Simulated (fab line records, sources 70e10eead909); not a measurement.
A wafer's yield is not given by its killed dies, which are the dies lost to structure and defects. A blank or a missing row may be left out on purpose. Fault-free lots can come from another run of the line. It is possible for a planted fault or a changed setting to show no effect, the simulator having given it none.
fab line records | flow nandHarc | part 2 of 2: steps 21 to 27 of 27
record: lots: 5 | wafers: 15 | lastDay: 24
route steps=1159 shown A_SLIT@787 A_SIN_REMOVE@804 A_WL_FILL@809
lots that met no fault: from a run of the same line without faults
startH: hours from the record's opening day to when the first of the lot's shown wafers began | waitH: hours elapsed since this lot's preceding step | " as in the row above | L1.1+2: a single row standing in for several wafers | - no value, or no start given | * or withheld: withheld | < > ~ a bound
route shown NAME@n: a module of which the file shows steps, and the number in the route of the first | usual: mean/standard deviation taken from wafers without a fault | same: alike in all rows | chamber/n: place in a boat | sites: readings site by site | _std_site: the standard deviation of these | _edge_site: mean of outer sites minus mean of inner sites | radiusMm: for every site, how far away it sits from the centre of the wafer | mask NAME#n: copy n | behind: the tool/chamber that last shaped the wafer | hold: cause of the lot's hold/its duration in hours/its outcome | device: names the non-switching transistor (n, p or np) | end of line: at the end of the route, the tests of the same wafers | a step without rows: its recipe alone | killed: dies that structure and defects cost at the first sort, which is not the same as the wafer's yield | map: a wafer's dies, marking killed ones x, the rest . and places with no die _
set.NAME: the setting as run; set.NAME@STEP: as run at that earlier step | model.NAME: the simulator's own value behind a step, which no gauge read
lots at selected steps of the route; one table per step, one row per wafer
services: a tool's chamber out of use, with start hour (startH, from the record's first day; less than 0 if before it), hours out, and reason
== steps ==
step: NHARC_A_SIN_REMOVE_INSPECT_04
usual: rawDefectCount: 302/71
lot.wafer | tool             | chamber | startH | waitH | rawDefectCount
L076.2    | defectInspect-01 | -       | 344.60 | 0.0   | 244
L076.3    | "                | -       | "      | "     | 188
L076.4    | "                | -       | "      | "     | 189
L074.1    | defectInspect-02 | -       | 344.61 | 0.0   | 355
L074.5    | "                | -       | "      | "     | 292
L074.6    | "                | -       | "      | "     | 257
L087.2    | defectInspect-01 | -       | 417.57 | 0.0   | 214
L087.5    | "                | -       | "      | "     | 244
L087.6    | "                | -       | "      | "     | 206
L090.1    | defectInspect-01 | -       | 432.11 | 0.0   | 242
L090.2    | "                | -       | "      | "     | 263
L090.3    | "                | -       | "      | "     | 242
L093.2    | defectInspect-01 | -       | 441.45 | 0.0   | 419
L093.5    | "                | -       | "      | "     | 333
L093.6    | "                | -       | "      | "     | 336
step: NHARC_A_WL_FILL_ALD_00
recipe: targetThkA: 30 | pulseTimeS: 3 | aldCycles: 30 | tempC: 300 | material: Al2O3
usual: heaterPowerW: 470/36 | precursorPulseHeightRel: 0.998/0.019 | susceptorTempC: 299.95/0.19
lot.wafer | tool     | chamber | startH | waitH | heaterPowerW | precursorPulseHeightRel | susceptorTempC
L076.3    | aldHk-03 | 0       | 344.67 | 0.1   | 466          | 0.994                   | 300.06
L076.2    | "        | 1       | "      | "     | 538          | 1.007                   | 299.88
L076.4    | "        | 2       | "      | "     | 448          | 0.993                   | 300.09
L074.1    | aldHk-02 | 3       | 344.70 | 0.1   | 430          | 0.972                   | 299.84
L074.5    | "        | 2       | "      | "     | 545          | 1.016                   | 299.74
L074.6    | "        | 3       | "      | "     | 426          | 0.977                   | 299.80
L087.2    | aldHk-04 | 2       | 418.63 | 1.1   | 451          | 0.979                   | 299.73
L087.5    | "        | 2       | "      | "     | 433          | 1.000                   | 299.86
L087.6    | "        | 3       | "      | "     | 443          | 0.996                   | 299.70
L090.3    | aldHk-02 | 3       | 434.60 | 2.5   | 417          | 0.997                   | 300.00
L090.2    | "        | 0       | "      | "     | 478          | 0.963                   | 300.15
L090.1    | "        | 2       | "      | "     | 550          | 0.990                   | 300.09
L093.2    | aldHk-03 | 1       | 441.51 | 0.1   | 542          | 0.986                   | 300.16
L093.6    | "        | 1       | "      | "     | 535          | 1.008                   | 300.01
L093.5    | "        | 2       | "      | "     | 445          | 1.013                   | 300.21
step: NHARC_A_WL_FILL_RTA_01
recipe: tempC: 1000 | timeS: 5
usual: annealTempCMax: 1003.8/0.9 | lampPowerPct: 29.9/2.4 | wafer_temp_C_max: 1004.4/0.94
same: timeS: 5
lot.wafer | tool         | chamber | startH | waitH | annealTempCMax | lampPowerPct | wafer_temp_C_max
L074.1    | rtpAnneal-02 | 0       | 344.93 | -     | 1003.2         | 27.7         | 1003.5
L074.5    | "            | 0       | "      | "     | 1003.0         | 27.6         | 1003.4
L074.6    | "            | 0       | "      | "     | 1003.3         | 27.7         | 1006.2
L076.2    | rtpAnneal-01 | 0       | 344.97 | -     | 1003.9         | 32.6         | 1003.4
L076.3    | "            | 0       | "      | "     | 1004.4         | 32.6         | 1003.3
L076.4    | "            | 0       | "      | "     | 1004.3         | 32.5         | 1003.8
L087.2    | rtpAnneal-02 | 0       | 418.95 | -     | 1002.7         | 27.7         | 1004.3
L087.5    | "            | 0       | "      | "     | 1002.7         | 27.7         | 1004.9
L087.6    | "            | 0       | "      | "     | 1002.6         | 27.7         | 1006.4
L090.1    | rtpAnneal-02 | 0       | 435.03 | 0.2   | 1002.6         | 27.7         | 1004.2
L090.2    | "            | 0       | "      | "     | 1003.9         | 27.7         | 1002.8
L090.3    | "            | 0       | "      | "     | 1003.1         | 27.7         | 1005.1
L093.2    | rtpAnneal-02 | 0       | 441.80 | -     | 1004.6         | 27.7         | 1004.7
L093.5    | "            | 0       | "      | "     | 1003.0         | 27.7         | 1006.1
L093.6    | "            | 0       | "      | "     | 1003.3         | 27.7         | 1005.2
step: NHARC_A_WL_FILL_ALD_02
recipe: targetThkA: 20 | pulseTimeS: 3 | aldCycles: 100 | tempC: 450 | material: TiN
usual: heaterPowerW: 1074/75 | precursorPulseHeightRel: 1.002/0.021 | susceptorTempC: 449.99/0.24
lot.wafer | tool        | chamber | startH | waitH | heaterPowerW | precursorPulseHeightRel | susceptorTempC
L076.2    | aldMetal-03 | 0       | 345.16 | 0.2   | 1031         | 1.037                   | 450.45
L076.4    | "           | 2       | "      | "     | 1158         | 1.013                   | 449.56
L076.3    | "           | 3       | "      | "     | 1068         | 0.987                   | 450.09
L074.1    | aldMetal-02 | 3       | 345.22 | 0.3   | 1064         | 1.021                   | 450.25
L074.5    | "           | 1       | "      | "     | 1034         | 1.018                   | 449.86
L074.6    | "           | 2       | "      | "     | 1127         | 0.968                   | 450.23
L087.2    | aldMetal-03 | 3       | 419.25 | 0.3   | 1057         | 1.018                   | 450.38
L087.6    | "           | 0       | "      | "     | 1046         | 1.016                   | 449.85
L087.5    | "           | 1       | "      | "     | 961          | 0.980                   | 449.99
L090.1    | aldMetal-03 | 3       | 435.29 | 0.2   | 1058         | 1.038                   | 449.94
L090.3    | "           | 0       | "      | "     | 1000         | 1.035                   | 450.00
L090.2    | "           | 1       | "      | "     | 983          | 1.015                   | 449.80
L093.2    | aldMetal-03 | 2       | 442.05 | 0.2   | 1179         | 0.969                   | 450.07
L093.6    | "           | 1       | "      | "     | 984          | 0.984                   | 450.30
L093.5    | "           | 2       | "      | "     | 1153         | 1.007                   | 449.81
step: NHARC_A_WL_FILL_CVD_03
recipe: targetThkA: 400 | tempC: 300 | pressureTorr: 40 | wf6FlowSccm: 40 | h2FlowSccm: 1600 | arFlowSccm: 1560 | timeS: 3302 | material: W
usual: heaterPowerW: 501/77 | mfcArSccm: 1561/4.6 | mfcH2Sccm: 1600/4.7 | mfcWf6Sccm: 40.00/0.12 | susceptorTempC: 299.98/0.2 | throttleValvePct: 7.95/0.17
same: timeS: 3302
lot.wafer | tool    | chamber | startH | waitH | heaterPowerW | mfcArSccm | mfcH2Sccm | mfcWf6Sccm | susceptorTempC | throttleValvePct
L074.1    | cvdW-01 | 0       | 347.37 | 1.8   | 453          | 1566      | 1596      | 40.09      | 300.14         | 7.51
L074.5    | "       | 0       | 349.27 | 3.7   | 462          | 1569      | 1603      | 40.03      | 300.03         | 8.27
L074.6    | "       | 1       | "      | "     | 581          | 1559      | 1598      | 40.14      | 299.68         | 7.89
L076.2    | cvdW-01 | 0       | 350.22 | 4.7   | 467          | 1554      | 1594      | 40.05      | 300.08         | 7.96
L076.3    | "       | 0       | "      | "     | 462          | 1555      | 1595      | 40.02      | 299.97         | 7.84
L076.4    | "       | 1       | "      | "     | 610          | 1564      | 1595      | 40.07      | 299.88         | 8.02
L087.2    | cvdW-01 | 0       | 421.15 | 1.6   | 475          | 1558      | 1592      | 40.00      | 299.89         | 8.06
L087.5    | "       | 1       | 422.58 | 3.1   | 619          | 1562      | 1592      | 39.88      | 300.03         | 8.15
L087.6    | "       | 0       | "      | "     | 469          | 1561      | 1598      | 40.20      | 299.90         | 7.81
L090.2    | cvdW-01 | 1       | 435.69 | 0.1   | 607          | 1566      | 1600      | 40.13      | 300.05         | 8.16
L090.1    | "       | 0       | "      | "     | 463          | 1562      | 1603      | 39.83      | 299.96         | 7.91
L090.3    | "       | 1       | "      | "     | 600          | 1560      | 1599      | 40.05      | 300.05         | 7.73
L093.2    | cvdW-02 | 1       | 446.68 | 4.3   | 522          | 1564      | 1598      | 39.95      | 299.95         | 7.94
L093.5    | "       | 1       | 448.57 | 6.2   | 511          | 1563      | 1599      | 40.17      | 300.13         | 8.17
L093.6    | "       | 0       | "      | "     | 402          | 1566      | 1604      | 39.91      | 300.12         | 8.05
step: NHARC_A_WL_FILL_ETCHBACK_04
recipe: targetDepthA: 600 | timeS: 120 | chemistry: NF3
usual: drypumpMotorCurrentA: 5.77/0.23 | oesProductAu: 1.001/0.0096
same: timeS: 120
lot.wafer | tool        | chamber | startH | waitH | drypumpMotorCurrentA | oesProductAu | rfHoursCounterH
L074.1    | rieMetal-01 | 0       | 350.73 | 2.9   | 5.80                 | 1.021        | 0.0
L074.6    | "           | 1       | "      | "     | 6.05                 | 1.005        | -
L074.5    | "           | 0       | "      | "     | 5.81                 | 1.023        | -
L076.2    | rieMetal-03 | 1       | 353.55 | 2.9   | 5.35                 | 1.018        | 1.5
L076.4    | "           | 1       | "      | "     | 5.33                 | 1.016        | -
L076.3    | "           | 0       | "      | "     | 5.82                 | 0.999        | -
L087.2    | rieMetal-01 | 1       | 424.11 | 2.5   | 6.05                 | 0.991        | -
L087.5    | "           | 1       | "      | "     | 6.03                 | 0.992        | -
L087.6    | "           | 1       | "      | "     | 6.04                 | 0.989        | -
L090.2    | rieMetal-03 | 0       | 439.07 | 2.9   | 5.83                 | 0.990        | 4.2
L090.1    | "           | 1       | "      | "     | 5.34                 | 1.003        | 4.2
L090.3    | "           | 1       | "      | "     | 5.31                 | 1.011        | -
L093.2    | rieMetal-03 | 0       | 450.04 | 2.9   | 5.84                 | 0.988        | 4.4
L093.5    | "           | 1       | "      | "     | 5.32                 | 1.005        | -
L093.6    | "           | 0       | "      | "     | 5.84                 | 0.990        | -
step: NHARC_A_WL_FILL_ETCHBACK_05
recipe: targetDepthA: 220 | timeS: 60 | tempC: 40 | chemistry: Cl2/BCl3
usual: drypumpMotorCurrentA: 5.77/0.23 | oesProductAu: 1.001/0.011
same: timeS: 60
lot.wafer | tool        | chamber | startH | waitH | drypumpMotorCurrentA | oesProductAu | rfHoursCounterH
L074.1    | rieMetal-01 | 1       | 350.95 | 0.2   | 6.05                 | 1.000        | 0.1
L074.5    | "           | 0       | "      | "     | 5.79                 | 1.016        | -
L074.6    | "           | 1       | "      | "     | 6.02                 | 1.000        | -
L076.2    | rieMetal-03 | 1       | 353.88 | 0.3   | 5.32                 | 1.013        | 1.6
L076.4    | "           | 0       | "      | "     | 5.83                 | 0.992        | -
L076.3    | "           | 1       | "      | "     | 5.35                 | 1.014        | -
L087.2    | rieMetal-01 | 1       | 424.50 | 0.3   | 6.01                 | 0.991        | -
L087.5    | "           | 1       | "      | "     | 6.02                 | 0.984        | -
L087.6    | "           | 1       | "      | "     | 5.99                 | 0.986        | -
L090.2    | rieMetal-03 | 0       | 439.31 | 0.2   | 5.83                 | 0.995        | 4.3
L090.1    | "           | 1       | "      | "     | 5.27                 | 1.018        | 4.3
L090.3    | "           | 0       | "      | "     | 5.82                 | 0.989        | -
L093.2    | rieMetal-03 | 0       | 450.26 | 0.2   | 5.83                 | 0.984        | 4.6
L093.6    | "           | 1       | "      | "     | 5.36                 | 1.009        | -
L093.5    | "           | 0       | "      | "     | 5.82                 | 0.996        | -
== services ==
tool           | chamber | startH | hours | kind
arfiScanner-02 | -       | 311.20 | 0.6   | repair
arfiScanner-03 | -       | 312.00 | 4.0   | pm
lithoTrack-04  | -       | 316.00 | 7.0   | pm
aldMetal-03    | -       | 322.00 | 10.0  | pm
rieDiel-12     | 1       | 330.13 | 7.4   | repair
rieDiel-06     | 0       | 330.80 | 7.5   | repair
rieMetal-01    | -       | 332.00 | 9.0   | pm
wetBench-04    | -       | 339.20 | 8.0   | pm
rieDiel-05     | -       | 340.60 | 9.0   | pm
rieDiel-12     | 0       | 342.05 | 3.7   | repair
rieDiel-12     | -       | 352.48 | 1.0   | repair
arfiScanner-03 | -       | 361.60 | 0.3   | repair
cvdW-01        | -       | 363.77 | 0.2   | repair
aldMetal-03    | -       | 364.20 | 0.6   | repair
rieDiel-12     | -       | 379.40 | 9.0   | pm
wetBench-01    | -       | 389.60 | 8.0   | pm
rieDiel-06     | 0       | 395.45 | 15.0  | repair
rieMetal-01    | 0       | 403.33 | 64.6  | repair
rieDiel-06     | -       | 418.21 | 9.0   | pm
wetBench-01    | -       | 427.38 | 4.3   | repair
wetH3po4-01    | -       | 433.60 | 1.3   | repair
rieMetal-01    | -       | 438.66 | 15.0  | repair
lithoTrack-01  | -       | 443.00 | 7.0   | pm
wetH3po4-01    | -       | 448.37 | 8.0   | pm
